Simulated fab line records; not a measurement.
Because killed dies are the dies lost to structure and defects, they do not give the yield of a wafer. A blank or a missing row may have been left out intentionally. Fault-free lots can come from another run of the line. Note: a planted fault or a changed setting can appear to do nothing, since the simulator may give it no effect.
fab line records || flow nand-harc
[record] {"lots": 5, "wafers": 15, "last-day": 33}
route steps=1302 shown P_ZERO_WELL@29
lots with no fault: from the same line, run without faults
start-h: hours from the record's first day to the start of the lot's first wafer shown || wait-h: time in hours since the lot's previous step || " identical to the entry in the row above || L1.1+2: several wafers, shown together as one row || - no value, or no start given || * or withheld: withheld || < > ~ a bound
route shown NAME@n: NAME is a module with steps in the file, n the number in the route of the first one || usual: the fault-free wafers' mean and standard deviation || same: alike in all rows || chamber/n: place in a boat || sites: readings site by site || _std_site: standard deviation across them || _edge_site: outer sites' mean less inner sites' || radius-mm: for every site, how far away it sits from the centre of the wafer || mask NAME#n: copy n || behind: the tool/chamber that last shaped the wafer || hold: reason for holding the lot/hours on hold/outcome of the hold || device: which transistor (n, p or np) failed to switch || end of line: the route-end tests of the same wafers || a step with no rows: only its recipe || killed: not the wafer's yield, but the dies lost to structure and defects at the first sort || map: per-die view of a wafer (x killed, . not killed, _ where there is no die)
set.NAME: the setting as run; set.NAME@STEP: as run at that earlier step || model.NAME: the simulator's own value behind a step, which no gauge read
lots at selected steps of the route; one table per step, one row per wafer
services: when a tool's chamber went out of use (start-h, in hours from the record's first day, below 0 if earlier), for how many hours, and the reason
[[steps]]
[step NHARC_P_ZERO_WELL_CD_MEAS_24]
[recipe] {"target-cd-nm": 720, "landing-energy-ev": 500}
[usual] {"cd-nm": "720.6/1.8"}
{"lot.wafer": "L811.1", "tool": "cd-sem-03", "chamber": 0, "start-h": 32.51, "wait-h": "-", "cd-nm": 718.9}
{"lot.wafer": "L811.4", "tool": "cd-sem-03", "chamber": 0, "start-h": 32.51, "wait-h": "-", "cd-nm": 724.0}
{"lot.wafer": "L811.6", "tool": "cd-sem-03", "chamber": 0, "start-h": 32.51, "wait-h": "-", "cd-nm": 721.2}
{"lot.wafer": "L823.1", "tool": "cd-sem-02", "chamber": 0, "start-h": 152.45, "wait-h": "-", "cd-nm": 719.7}
{"lot.wafer": "L823.5", "tool": "cd-sem-02", "chamber": 0, "start-h": 152.45, "wait-h": "-", "cd-nm": 721.2}
{"lot.wafer": "L823.6", "tool": "cd-sem-02", "chamber": 0, "start-h": 152.45, "wait-h": "-", "cd-nm": 721.3}
{"lot.wafer": "L828.2", "tool": "cd-sem-03", "chamber": 0, "start-h": 202.59, "wait-h": "-", "cd-nm": 719.6}
{"lot.wafer": "L828.4", "tool": "cd-sem-03", "chamber": 0, "start-h": 202.59, "wait-h": "-", "cd-nm": 718.7}
{"lot.wafer": "L828.5", "tool": "cd-sem-03", "chamber": 0, "start-h": 202.59, "wait-h": "-", "cd-nm": 719.9}
{"lot.wafer": "L831.1", "tool": "cd-sem-02", "chamber": 0, "start-h": 232.65, "wait-h": "-", "cd-nm": 722.1}
{"lot.wafer": "L831.2", "tool": "cd-sem-02", "chamber": 0, "start-h": 232.65, "wait-h": "-", "cd-nm": 720.1}
{"lot.wafer": "L831.5", "tool": "cd-sem-02", "chamber": 0, "start-h": 232.65, "wait-h": "-", "cd-nm": 719.1}
{"lot.wafer": "L832.1", "tool": "cd-sem-01", "chamber": 0, "start-h": 242.55, "wait-h": "-", "cd-nm": 720.2}
{"lot.wafer": "L832.2", "tool": "cd-sem-01", "chamber": 0, "start-h": 242.55, "wait-h": "-", "cd-nm": 718.5}
{"lot.wafer": "L832.6", "tool": "cd-sem-01", "chamber": 0, "start-h": 242.55, "wait-h": "-", "cd-nm": 720.0}
[step NHARC_P_ZERO_WELL_HARDBAKE_25]
[recipe] {"temp-c": 125, "time-s": 80}
[step NHARC_P_ZERO_WELL_DESCUM_26]
[recipe] {"time-s": 3, "o2-flow-sccm": 200, "ar-flow-sccm": 0, "bias-power-w": 0, "chemistry": "O2"}
[usual] {"drypump-motor-current-A": "5.9/0.4", "oes-product-au": "0.998/0.011", "rf-vpp-V": "57.9/0.88", "showerhead-plenum-p-Torr": "1.92/0.081", "throttle-valve-pct": "11.312/0.0091"}
[same] {"bias-power-w": 0}
{"lot.wafer": "L811.1", "tool": "rie-diel-03", "chamber": 2, "start-h": 32.69, "wait-h": "-", "drypump-motor-current-A": 6.2, "oes-product-au": 0.994, "rf-hours-counter-h": 27, "rf-vpp-V": 58.2, "showerhead-plenum-p-Torr": 1.92, "throttle-valve-pct": 11.308}
{"lot.wafer": "L811.4", "tool": "rie-diel-03", "chamber": 3, "start-h": 32.69, "wait-h": "-", "drypump-motor-current-A": 6.0, "oes-product-au": 1.002, "rf-hours-counter-h": 29, "rf-vpp-V": 59.8, "showerhead-plenum-p-Torr": 1.96, "throttle-valve-pct": 11.317}
{"lot.wafer": "L811.6", "tool": "rie-diel-03", "chamber": 1, "start-h": 32.69, "wait-h": "-", "drypump-motor-current-A": 5.1, "oes-product-au": 0.991, "rf-hours-counter-h": "-", "rf-vpp-V": 59.1, "showerhead-plenum-p-Torr": 1.94, "throttle-valve-pct": 11.324}
{"lot.wafer": "L823.1", "tool": "rie-diel-07", "chamber": 2, "start-h": 152.64, "wait-h": "-", "drypump-motor-current-A": 5.9, "oes-product-au": 0.998, "rf-hours-counter-h": 9, "rf-vpp-V": 57.3, "showerhead-plenum-p-Torr": 1.88, "throttle-valve-pct": 11.314}
{"lot.wafer": "L823.6", "tool": "rie-diel-07", "chamber": 0, "start-h": 152.64, "wait-h": "-", "drypump-motor-current-A": 5.7, "oes-product-au": 0.997, "rf-hours-counter-h": "-", "rf-vpp-V": 58.0, "showerhead-plenum-p-Torr": 1.88, "throttle-valve-pct": 11.312}
{"lot.wafer": "L823.5", "tool": "rie-diel-07", "chamber": 1, "start-h": 152.64, "wait-h": "-", "drypump-motor-current-A": 6.6, "oes-product-au": 1.003, "rf-hours-counter-h": "-", "rf-vpp-V": 58.3, "showerhead-plenum-p-Torr": 2.01, "throttle-valve-pct": 11.316}
{"lot.wafer": "L828.4", "tool": "rie-diel-03", "chamber": 3, "start-h": 202.76, "wait-h": "-", "drypump-motor-current-A": 6.0, "oes-product-au": 1.000, "rf-hours-counter-h": 29, "rf-vpp-V": 56.6, "showerhead-plenum-p-Torr": 1.94, "throttle-valve-pct": 11.308}
{"lot.wafer": "L828.2", "tool": "rie-diel-03", "chamber": 0, "start-h": 202.76, "wait-h": "-", "drypump-motor-current-A": 6.4, "oes-product-au": 0.987, "rf-hours-counter-h": 26, "rf-vpp-V": 57.7, "showerhead-plenum-p-Torr": 1.81, "throttle-valve-pct": 11.308}
{"lot.wafer": "L828.5", "tool": "rie-diel-03", "chamber": 2, "start-h": 202.76, "wait-h": "-", "drypump-motor-current-A": 6.2, "oes-product-au": 1.007, "rf-hours-counter-h": "-", "rf-vpp-V": 58.3, "showerhead-plenum-p-Torr": 1.91, "throttle-valve-pct": 11.323}
{"lot.wafer": "L831.2", "tool": "rie-diel-13", "chamber": 1, "start-h": 232.81, "wait-h": "-", "drypump-motor-current-A": 5.4, "oes-product-au": 0.982, "rf-hours-counter-h": 18, "rf-vpp-V": 58.8, "showerhead-plenum-p-Torr": 2.05, "throttle-valve-pct": 11.322}
{"lot.wafer": "L831.1", "tool": "rie-diel-13", "chamber": 2, "start-h": 232.81, "wait-h": "-", "drypump-motor-current-A": 5.7, "oes-product-au": 0.986, "rf-hours-counter-h": 16, "rf-vpp-V": 57.3, "showerhead-plenum-p-Torr": 1.90, "throttle-valve-pct": 11.331}
{"lot.wafer": "L831.5", "tool": "rie-diel-13", "chamber": 1, "start-h": 232.81, "wait-h": "-", "drypump-motor-current-A": 5.3, "oes-product-au": 0.973, "rf-hours-counter-h": "-", "rf-vpp-V": 58.5, "showerhead-plenum-p-Torr": 2.05, "throttle-valve-pct": 11.328}
{"lot.wafer": "L832.1", "tool": "rie-diel-07", "chamber": 2, "start-h": 242.71, "wait-h": "-", "drypump-motor-current-A": 5.9, "oes-product-au": 1.016, "rf-hours-counter-h": 40, "rf-vpp-V": 57.4, "showerhead-plenum-p-Torr": 1.87, "throttle-valve-pct": 11.316}
{"lot.wafer": "L832.2", "tool": "rie-diel-07", "chamber": 1, "start-h": 242.71, "wait-h": "-", "drypump-motor-current-A": 6.6, "oes-product-au": 1.021, "rf-hours-counter-h": 33, "rf-vpp-V": 56.7, "showerhead-plenum-p-Torr": 2.01, "throttle-valve-pct": 11.312}
{"lot.wafer": "L832.6", "tool": "rie-diel-07", "chamber": 3, "start-h": 242.71, "wait-h": "-", "drypump-motor-current-A": 5.6, "oes-product-au": 0.997, "rf-hours-counter-h": "-", "rf-vpp-V": 56.6, "showerhead-plenum-p-Torr": 1.78, "throttle-valve-pct": 11.311}
[step NHARC_P_ZERO_WELL_IMPLANT_27]
[recipe] {"energy-kev": 600, "dose-cm2": 1e+13, "tilt-deg": 7}
[step NHARC_P_ZERO_WELL_IMPLANT_57]
[recipe] {"energy-kev": 250, "dose-cm2": 4e+12, "tilt-deg": 7}
[step NHARC_P_ZERO_WELL_IMPLANT_58]
[recipe] {"energy-kev": 100, "dose-cm2": 2e+12, "tilt-deg": 7}
[step NHARC_P_ZERO_WELL_STRIP_28]
[recipe] {"time-s": 840, "temp-c": 130, "chemistry": "SPM"}
[step NHARC_P_ZERO_WELL_DEHYDRATE_29]
[recipe] {"temp-c": 150, "time-s": 120}
[step NHARC_P_ZERO_WELL_HMDS_30]
[recipe] {"time-s": 30}
[step NHARC_P_ZERO_WELL_COAT_31]
[recipe] {"spin-rpm": "withheld"}
[step NHARC_P_ZERO_WELL_SOFTBAKE_32]
[recipe] {"temp-c": 122, "time-s": 95}
[step NHARC_P_ZERO_WELL_EBR_33]
[step NHARC_P_ZERO_WELL_EXPOSE_34]
[recipe] {"na": 0.6, "target-cd-nm": 720, "dose-mj": 22.31, "mask-id": "P_PWELL"}
{"lot.wafer": "L811.1+4+6", "tool": "krf-scanner-04", "chamber": 0, "start-h": 33.87, "wait-h": "-", "mask": "P_PWELL#0"}
{"lot.wafer": "L823.1+5+6", "tool": "krf-scanner-04", "chamber": 0, "start-h": 153.81, "wait-h": "-", "mask": "P_PWELL_R1#0"}
{"lot.wafer": "L828.2+4+5", "tool": "krf-scanner-04", "chamber": 0, "start-h": 204.09, "wait-h": "-", "mask": "P_PWELL#0"}
{"lot.wafer": "L831.1+2+5", "tool": "krf-scanner-04", "chamber": 0, "start-h": 234.13, "wait-h": "-", "mask": "P_PWELL#0"}
{"lot.wafer": "L832.1+2+6", "tool": "krf-scanner-04", "chamber": 0, "start-h": 250.98, "wait-h": "-", "mask": "P_PWELL#0"}
[step NHARC_P_ZERO_WELL_PEB_35]
[recipe] {"peb-temp-c": 118, "peb-time-s": 85}
[step NHARC_P_ZERO_WELL_DEVELOP_36]
[recipe] {"time-s": 70}
[step NHARC_P_ZERO_WELL_CD_MEAS_37]
[recipe] {"target-cd-nm": 720, "landing-energy-ev": 500}
[usual] {"cd-nm": "719.5/1.8"}
{"lot.wafer": "L811.1", "tool": "cd-sem-03", "chamber": 0, "start-h": 34.03, "wait-h": "-", "cd-nm": 721.2}
{"lot.wafer": "L811.4", "tool": "cd-sem-03", "chamber": 0, "start-h": 34.03, "wait-h": "-", "cd-nm": 724.5}
{"lot.wafer": "L811.6", "tool": "cd-sem-03", "chamber": 0, "start-h": 34.03, "wait-h": "-", "cd-nm": 721.4}
{"lot.wafer": "L823.1", "tool": "cd-sem-01", "chamber": 0, "start-h": 153.97, "wait-h": "-", "cd-nm": 793.4}
{"lot.wafer": "L823.5", "tool": "cd-sem-01", "chamber": 0, "start-h": 153.97, "wait-h": "-", "cd-nm": 791.6}
{"lot.wafer": "L823.6", "tool": "cd-sem-01", "chamber": 0, "start-h": 153.97, "wait-h": "-", "cd-nm": 792.1}
{"lot.wafer": "L828.2", "tool": "cd-sem-03", "chamber": 0, "start-h": 204.24, "wait-h": "-", "cd-nm": 717.7}
{"lot.wafer": "L828.4", "tool": "cd-sem-03", "chamber": 0, "start-h": 204.24, "wait-h": "-", "cd-nm": 721.4}
{"lot.wafer": "L828.5", "tool": "cd-sem-03", "chamber": 0, "start-h": 204.24, "wait-h": "-", "cd-nm": 720.9}
{"lot.wafer": "L831.1", "tool": "cd-sem-03", "chamber": 0, "start-h": 234.29, "wait-h": "-", "cd-nm": 720.7}
{"lot.wafer": "L831.2", "tool": "cd-sem-03", "chamber": 0, "start-h": 234.29, "wait-h": "-", "cd-nm": 718.3}
{"lot.wafer": "L831.5", "tool": "cd-sem-03", "chamber": 0, "start-h": 234.29, "wait-h": "-", "cd-nm": 718.9}
{"lot.wafer": "L832.1", "tool": "cd-sem-02", "chamber": 0, "start-h": 251.14, "wait-h": "-", "cd-nm": 720.5}
{"lot.wafer": "L832.2", "tool": "cd-sem-02", "chamber": 0, "start-h": 251.14, "wait-h": "-", "cd-nm": 721.1}
{"lot.wafer": "L832.6", "tool": "cd-sem-02", "chamber": 0, "start-h": 251.14, "wait-h": "-", "cd-nm": 718.8}
[step NHARC_P_ZERO_WELL_HARDBAKE_38]
[recipe] {"temp-c": 125, "time-s": 80}
[[services]]
{"tool": "rie-diel-03", "chamber": 0, "start-h": 9.87, "hours": "-", "kind": "clean"}
{"tool": "rie-diel-03", "chamber": 1, "start-h": 9.87, "hours": "-", "kind": "clean"}
{"tool": "rie-diel-03", "chamber": 2, "start-h": 9.87, "hours": "-", "kind": "clean"}
{"tool": "rie-diel-03", "chamber": 3, "start-h": 9.87, "hours": "-", "kind": "clean"}
{"tool": "krf-scanner-04", "chamber": "-", "start-h": 10.00, "hours": 4.0, "kind": "pm"}
{"tool": "rie-diel-07", "chamber": 0, "start-h": 22.86, "hours": "-", "kind": "clean"}
{"tool": "rie-diel-07", "chamber": 1, "start-h": 22.86, "hours": "-", "kind": "clean"}
{"tool": "rie-diel-07", "chamber": 2, "start-h": 22.86, "hours": "-", "kind": "clean"}
{"tool": "rie-diel-07", "chamber": 3, "start-h": 22.86, "hours": "-", "kind": "clean"}
{"tool": "rie-diel-07", "chamber": 0, "start-h": 28.84, "hours": 4.6, "kind": "repair"}
{"tool": "rie-diel-03", "chamber": 1, "start-h": 75.79, "hours": 1.2, "kind": "repair"}
{"tool": "rie-diel-07", "chamber": 0, "start-h": 96.11, "hours": 9.6, "kind": "repair"}
{"tool": "rie-diel-03", "chamber": "-", "start-h": 104.30, "hours": 9.0, "kind": "pm"}
{"tool": "rie-diel-07", "chamber": "-", "start-h": 117.35, "hours": 9.0, "kind": "pm"}
{"tool": "rie-diel-13", "chamber": 2, "start-h": 156.41, "hours": 22.4, "kind": "repair"}
{"tool": "rie-diel-13", "chamber": "-", "start-h": 165.01, "hours": 9.0, "kind": "pm"}
{"tool": "krf-scanner-04", "chamber": "-", "start-h": 167.36, "hours": 0.3, "kind": "repair"}
{"tool": "rie-diel-07", "chamber": 1, "start-h": 171.26, "hours": 18.0, "kind": "repair"}
{"tool": "rie-diel-07", "chamber": 2, "start-h": 174.65, "hours": 3.1, "kind": "repair"}
{"tool": "krf-scanner-04", "chamber": "-", "start-h": 182.00, "hours": 4.0, "kind": "pm"}
{"tool": "rie-diel-13", "chamber": 3, "start-h": 200.20, "hours": 13.6, "kind": "repair"}
{"tool": "rie-diel-13", "chamber": "-", "start-h": 202.49, "hours": 0.5, "kind": "repair"}
{"tool": "rie-diel-07", "chamber": "-", "start-h": 209.11, "hours": 3.7, "kind": "repair"}
{"tool": "rie-diel-03", "chamber": 0, "start-h": 237.81, "hours": 4.4, "kind": "repair"}
[[key]]
[first-sign] {"step": "NHARC_P_ZERO_WELL_EXPOSE_34", "reading": "mask", "direction": "changed"}
[effect] {"step": "NHARC_P_ZERO_WELL_CD_MEAS_37", "reading": "cd-nm", "direction": "up", "sigmas": 40, "usual": 719.5, "struck": 792.4}
met-at NHARC_P_ZERO_WELL_EXPOSE_34
struck-wafers L823.1,L823.5,L823.6
sort-left-out L823.1,L823.5,L823.6
tester-left-out L823
onset-between 33.87 153.81
[fault] {"kind": "wrong-mask", "tool": "any", "chamber": "-", "onset-h": 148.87, "steps": "NHARC_P_ZERO_WELL_EXPOSE_34", "aux-copy": "P_PWELL_R1#0", "cd-offset-nm": 73.691, "scope": "struck-lots-only"}
// tester-left-out: of these lots the tester's yield and bins aren't shown, on N5 and GAA mostly nor the transistor test; their killed dies are dies lost to structure and defects alone, not to doping, threshold or leakage, so they don't give the yield
// sort-left-out: the simulated sort isn't trusted on such a fault, so these wafers' sort isn't shown, and their yield isn't known
